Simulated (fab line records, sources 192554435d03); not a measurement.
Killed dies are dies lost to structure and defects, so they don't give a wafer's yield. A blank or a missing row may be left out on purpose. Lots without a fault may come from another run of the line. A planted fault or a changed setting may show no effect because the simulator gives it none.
Which tool did it? | flow n5_finfet | 8 lots, 24 wafers sampled, at 5 steps of a route of 1938

WHAT THE GAUGES READ, wafer by wafer
N5_SD_EPI_N_INSPECT_11: inspects for defects (macro). Usual: raw_defect_count 2.1, standard deviation 1.4.
lot  | measured    | on                | raw_defect_count | flag
L178 | day 3 10:46 | defect_inspect-02 | 1 0 3            |
L179 | day 3 14:18 | defect_inspect-02 | 2 5 3            |
L181 | day 4 07:14 | defect_inspect-02 | 4 2 0            |
L183 | day 4 16:13 | defect_inspect-02 | 0 1 3            |
L190 | day 6 07:01 | defect_inspect-01 | 4 1 1            |
L194 | day 7 09:50 | defect_inspect-02 | 4 4 1            |
L196 | day 7 23:17 | defect_inspect-02 | 2 4 3            |
L200 | day 8 20:01 | defect_inspect-01 | 3 1 1            |

N5_BEOL_M4_RC_MEAS_101. Usual: CJ_N 4.33, standard deviation 0.095; DIBL_N 35.9 mV/V, standard deviation 1.4; DIBL_P 35.9 mV/V, standard deviation 1.7; EOT_N 10.54, standard deviation 0.11; IGATE_N 0.0122 nA/um, standard deviation 0.0018; IOFF_N 0.160 nA/um, standard deviation 0.026; IOFF_N_85C 3.1 nA/um, standard deviation 0.42; IOFF_N_LIN 0.074 nA/um, standard deviation 0.0096; IOFF_N_LONG 5.6e-05 nA/um, standard deviation 2.4e-06; IOFF_P 0.21 nA/um, standard deviation 0.036; ION_N 672 uA/um, standard deviation 11; ION_P 461 uA/um, standard deviation 8.1; RC_DENSE_N 19.1 ohm.um, standard deviation 0.51; RC_N 15.6 ohm.um, standard deviation 0.41; REXT_N 75.3 ohm.um, standard deviation 1.6; RS_SD_N 28.4 ohm/sq, standard deviation 0.42; SS_N 71.4 mV/dec, standard deviation 0.54; SS_P 73.2 mV/dec, standard deviation 0.67; VT_N 249.3 mV, standard deviation 2.7; VT_N_LONG 274.5 mV, standard deviation 1.7; VT_N_LVT 98.2 mV, standard deviation 2.6; VT_P -250 mV, standard deviation 3.9.
lot  | measured     | on        | CJ_N           | DIBL_N (mV/V)  | DIBL_P (mV/V)  | EOT_N             | IGATE_N (nA/um)      | IOFF_N (nA/um)    | IOFF_N_85C (nA/um) | IOFF_N_LIN (nA/um) | IOFF_N_LONG (nA/um)        | IOFF_P (nA/um) | ION_N (uA/um) | ION_P (uA/um) | RC_DENSE_N (ohm.um) | RC_N (ohm.um)  | REXT_N (ohm.um) | RS_SD_N (ohm/sq) | SS_N (mV/dec)  | SS_P (mV/dec)  | VT_N (mV)         | VT_N_LONG (mV)    | VT_N_LVT (mV)    | VT_P (mV)      | flag
L178 | day 8 04:54  | prober-01 | 4.41 4.35 4.40 | 34.3 38.8 36.5 | 33.6 39.7 35.2 | 10.59 10.63 10.36 | 0.0081 0.0105 0.0133 | 0.129 0.233 0.155 | 2.6 4.2 3.0        | 0.063 0.101 0.070  | 5.53e-05 5.65e-05 5.45e-05 | 0.19 0.29 0.22 | 660 687 672   | 462 468 457   | 19.0 18.8 19.4      | 15.6 15.4 15.7 | 75.4 76.1 75.4  | 28.4 29.0 28.4   | 71.6 72.8 72.1 | 72.8 74.8 73.3 | 250.5 243.2 251.0 | 275.2 275.9 273.7 | 100.6 93.4 99.6  | -248 -244 -247 |
L179 | day 9 00:26  | prober-01 | 4.34 4.53 4.46 | 34.8 36.4 32.5 | 34.6 37.3 32.9 | 10.51 10.52 10.50 | 0.0110 0.0118 0.0123 | 0.127 0.172 0.114 | 2.6 3.4 2.4        | 0.062 0.080 0.058  | 5.63e-05 5.86e-05 5.72e-05 | 0.20 0.26 0.19 | 660 683 669   | 460 474 470   | 18.7 19.1 19.0      | 15.3 15.5 15.3 | 75.0 75.8 74.5  | 28.3 29.0 28.0   | 71.4 71.5 70.7 | 71.7 73.3 72.3 | 253.8 250.2 250.5 | 273.4 274.9 273.8 | 100.2 95.6 100.7 | -248 -246 -247 |
L181 | day 9 12:25  | prober-02 | 4.22 4.36 4.26 | 37.0 35.1 34.3 | 38.7 36.5 35.6 | 10.56 10.45 10.50 | 0.0104 0.0131 0.0111 | 0.187 0.160 0.139 | 3.6 3.2 2.8        | 0.087 0.077 0.068  | 5.4e-05 5.67e-05 5.6e-05   | 0.24 0.20 0.18 | 680 680 673   | 455 468 459   | 19.8 19.8 20.8      | 16.0 16.1 16.9 | 75.7 74.2 74.9  | 28.6 28.8 28.9   | 72.2 71.6 71.5 | 74.2 73.1 73.1 | 246.1 248.8 249.6 | 275.7 273.2 274.1 | 96.8 97.2 100.0  | -249 -253 -255 |
L183 | day 9 05:35  | prober-01 | 4.48 4.39 4.36 | 35.8 37.2 35.4 | 37.4 38.3 36.6 | 10.37 10.49 10.40 | 0.0151 0.0117 0.0136 | 0.168 0.183 0.158 | 3.2 3.5 3.1        | 0.077 0.081 0.073  | 5.59e-05 5.5e-05 5.52e-05  | 0.24 0.24 0.21 | 689 681 666   | 473 463 459   | 18.4 19.3 19.2      | 15.3 15.6 15.6 | 71.6 73.4 73.8  | 28.7 28.8 29.2   | 71.4 71.7 70.7 | 73.3 73.6 73.8 | 248.0 246.9 249.3 | 276.8 276.2 276.0 | 98.7 97.9 98.5   | -249 -247 -252 |
L190 | day 11 10:28 | prober-01 | - 4.24 4.33    | - 33.9 36.1    | 37.7 32.7 35.5 | - 10.57 10.64     | - 0.0096 0.0098      | - 0.125 0.163     | - 2.5 3.2          | - 0.060 0.073      | - 5.47e-05 5.62e-05        | 0.26 0.18 0.21 | - 672 674     | 476 458 461   | - 18.7 19.6         | - 15.4 15.7    | - 75.2 75.8     | - 28.0 28.1      | - 71.0 71.4    | 73.8 72.8 73.1 | - 253.8 249.0     | - 275.8 275.8     | - 101.5 96.8     | -247 -249 -250 |
L194 | day 11 21:24 | prober-02 | 4.33 4.37 4.28 | 37.7 38.6 36.4 | 38.0 38.5 36.7 | 10.64 10.51 10.49 | 0.0116 0.0115 0.0122 | 0.194 0.223 0.178 | 3.7 4.1 3.4        | 0.090 0.098 0.083  | 5.84e-05 5.82e-05 5.87e-05 | 0.29 0.30 0.26 | 690 675 681   | 478 467 474   | 19.5 19.0 19.1      | 15.9 15.7 15.5 | 76.2 75.6 75.9  | 28.1 28.2 28.1   | 71.5 71.7 71.2 | 73.4 74.1 72.9 | 245.4 243.9 244.9 | 274.8 273.9 276.0 | 93.6 93.0 95.4   | -244 -244 -244 |
L196 | day 13 00:23 | prober-01 | 4.34 4.34 4.27 | 35.5 37.5 35.4 | 35.9 38.4 35.7 | 10.41 10.44 10.55 | 0.0127 0.0147 0.0121 | 0.162 0.193 0.156 | 3.1 3.6 3.0        | 0.074 0.085 0.072  | 5.85e-05 5.98e-05 5.98e-05 | 0.25 0.28 0.24 | 663 680 667   | 465 472 462   | 18.3 18.3 19.0      | 14.8 14.9 15.4 | 73.4 72.4 73.4  | 28.2 28.2 28.6   | 72.1 72.4 71.2 | 72.7 74.2 72.8 | 249.5 248.3 249.9 | 274.9 269.2 272.2 | 95.4 95.2 97.7   | -243 -244 -248 |
L200 | day 14 04:16 | prober-02 | 4.40 4.40 4.32 | 36.1 35.0 38.2 | 36.2 35.4 39.4 | 10.38 10.39 10.38 | 0.0122 0.0158 0.0133 | 0.149 0.136 0.190 | 2.9 2.7 3.6        | 0.068 0.066 0.086  | 5.43e-05 5.5e-05 5.45e-05  | 0.18 0.17 0.24 | 665 678 675   | 456 459 462   | 18.6 18.6 19.2      | 15.2 15.1 15.7 | 74.6 74.2 75.8  | 28.8 28.5 28.7   | 71.0 70.9 71.5 | 72.9 73.7 74.2 | 252.6 253.1 249.5 | 275.4 275.1 273.9 | 99.9 100.0 95.3  | -253 -255 -248 |

WHICH TOOL RAN EACH LOT (tool, then ch and the chambers of the sampled wafers, then the start)
lot  | N5_SD_EPI_N_ETCH_45               | N5_SD_EPI_N_SD_RECESS_17        | N5_SD_EPI_N_LINER_46
L178 | rie_diel-05 ch 0,1,3, day 3 11:22 | rie_si-06 ch 1,3, day 3 11:32   | ald_sin-02 ch 0,2, day 3 15:18
L179 | rie_diel-05 ch 0,1,3, day 3 14:51 | rie_si-04 ch 0,1,3, day 3 15:01 | ald_sin-01 ch 0,1, day 3 18:50
L181 | rie_diel-06 ch 0,1,2, day 4 08:00 | rie_si-06 ch 0,3, day 4 08:10   | ald_sin-01 ch 1,3, day 4 12:04
L183 | rie_diel-01 ch 0,1,3, day 4 16:46 | rie_si-04 ch 1,2,3, day 4 16:56 | ald_sin-04 ch 0,1,3, day 4 20:42
L190 | rie_diel-06 ch 1,2,3, day 6 07:34 | rie_si-04 ch 0,1,3, day 6 07:44 | ald_sin-04 ch 1,3, day 6 10:45
L194 | rie_diel-01 ch 1,2, day 7 10:26   | rie_si-01 ch 0,2,3, day 7 10:36 | ald_sin-02 ch 0,1, day 7 14:21
L196 | rie_diel-06 ch 0,1,3, day 7 23:50 | rie_si-01 ch 0,1, day 8 00:01   | ald_sin-01 ch 1,2,3, day 8 03:06
L200 | rie_diel-06 ch 0,1, day 8 20:44   | rie_si-06 ch 0,1,2, day 8 20:54 | ald_sin-04 ch 0,3, day 9 00:28
- N5_SD_EPI_N_ETCH_45: etches SiOCN in CH3F/O2, target depth 6 nm.
- N5_SD_EPI_N_SD_RECESS_17: chemistry HBr/Cl2/O2, target depth 41 nm, time 23.7 s, bt time 3 s.
- N5_SD_EPI_N_LINER_46: material SiNx, target thk 3 nm.

WHAT THE TOOLS THEMSELVES READ (means of the sampled wafers that have a number; where no wafer has one, the mark that the record gives instead)
N5_SD_EPI_N_ETCH_45. Usual: drypump_motor_current_A 5.7 A, standard deviation 0.39; oes_product_au 0.74 a.u., standard deviation 0.045; rf_vpp_V 127.4 V, standard deviation 1; showerhead_plenum_p_Torr 1.99 Torr, standard deviation 0.076; throttle_valve_pct 23.41 %, standard deviation 0.18.
lot  | tool        | drypump_motor_current_A (A) | oes_product_au (a.u.) | rf_vpp_V (V) | showerhead_plenum_p_Torr (Torr) | throttle_valve_pct (%) | flag
L178 | rie_diel-05 | 5.7                         | 0.74                  | 126.9        | 1.91                            | 23.54                  |
L179 | rie_diel-05 | 5.7                         | 0.74                  | 127.3        | 1.91                            | 23.55                  |
L181 | rie_diel-06 | 5.8                         | 0.75                  | 127.2        | 1.99                            | 23.43                  |
L183 | rie_diel-01 | 5.6                         | 0.77                  | 127.3        | 2.00                            | 23.23                  |
L190 | rie_diel-06 | 5.7                         | 0.75                  | 127.3        | 1.99                            | 23.44                  |
L194 | rie_diel-01 | 6.2                         | 0.70                  | 127.2        | 2.00                            | 23.35                  |
L196 | rie_diel-06 | 5.8                         | 0.75                  | 127.5        | 2.05                            | 23.52                  |
L200 | rie_diel-06 | 5.8                         | 0.73                  | 127.6        | 2.01                            | 23.63                  |

N5_SD_EPI_N_SD_RECESS_17. Usual: drypump_motor_current_A 5.6 A, standard deviation 0.39; oes_product_au 1.009 a.u., standard deviation 0.019; throttle_valve_pct 37.2 %, standard deviation 0.31.
lot  | tool      | drypump_motor_current_A (A) | oes_product_au (a.u.) | throttle_valve_pct (%) | flag
L178 | rie_si-06 | 5.7                         | 1.009                 | 37.6                   |
L179 | rie_si-04 | 5.8                         | 1.013                 | 37.1                   |
L181 | rie_si-06 | 5.5                         | 0.987                 | 37.6                   |
L183 | rie_si-04 | 5.5                         | 1.013                 | 37.0                   |
L190 | rie_si-04 | 5.8                         | 1.040                 | 37.1                   |
L194 | rie_si-01 | 5.5                         | 1.001                 | 37.2                   |
L196 | rie_si-01 | 5.7                         | 1.000                 | 36.9                   |
L200 | rie_si-06 | 5.7                         | 0.997                 | 37.1                   |

N5_SD_EPI_N_LINER_46. Usual: heater_power_outer_w 523 W, standard deviation 63; heater_power_w 838 W, standard deviation 100.
lot  | tool       | heater_power_outer_w (W) | heater_power_w (W) | flag
L178 | ald_sin-02 | 490                      | 851                |
L179 | ald_sin-01 | 462                      | 749                |
L181 | ald_sin-01 | 491                      | 723                |
L183 | ald_sin-04 | 566                      | 895                |
L190 | ald_sin-04 | 508                      | 839                |
L194 | ald_sin-02 | 483                      | 764                |
L196 | ald_sin-01 | 515                      | 817                |
L200 | ald_sin-04 | 595                      | 930                |

THE ANSWER, worked out from the rows above alone
Rule: a lot is off if the mean of its wafers that have a number lies more than 3 standard deviations from the usual mean. A lot without any number at a reading at which 4 lots or more have one is off too. The other lots that the step has rows for count as sound. The gauges are gone through in route order, then the tools' own readings, and for those a lot's mean is taken as printed above. The first step at which some lot is off is used, and at that step the reading that is off furthest; a lot without a number counts as furthest.
No lot is off at any reading shown: from this, nothing can be told.

WHAT THE SIMULATOR HAD PUT IN
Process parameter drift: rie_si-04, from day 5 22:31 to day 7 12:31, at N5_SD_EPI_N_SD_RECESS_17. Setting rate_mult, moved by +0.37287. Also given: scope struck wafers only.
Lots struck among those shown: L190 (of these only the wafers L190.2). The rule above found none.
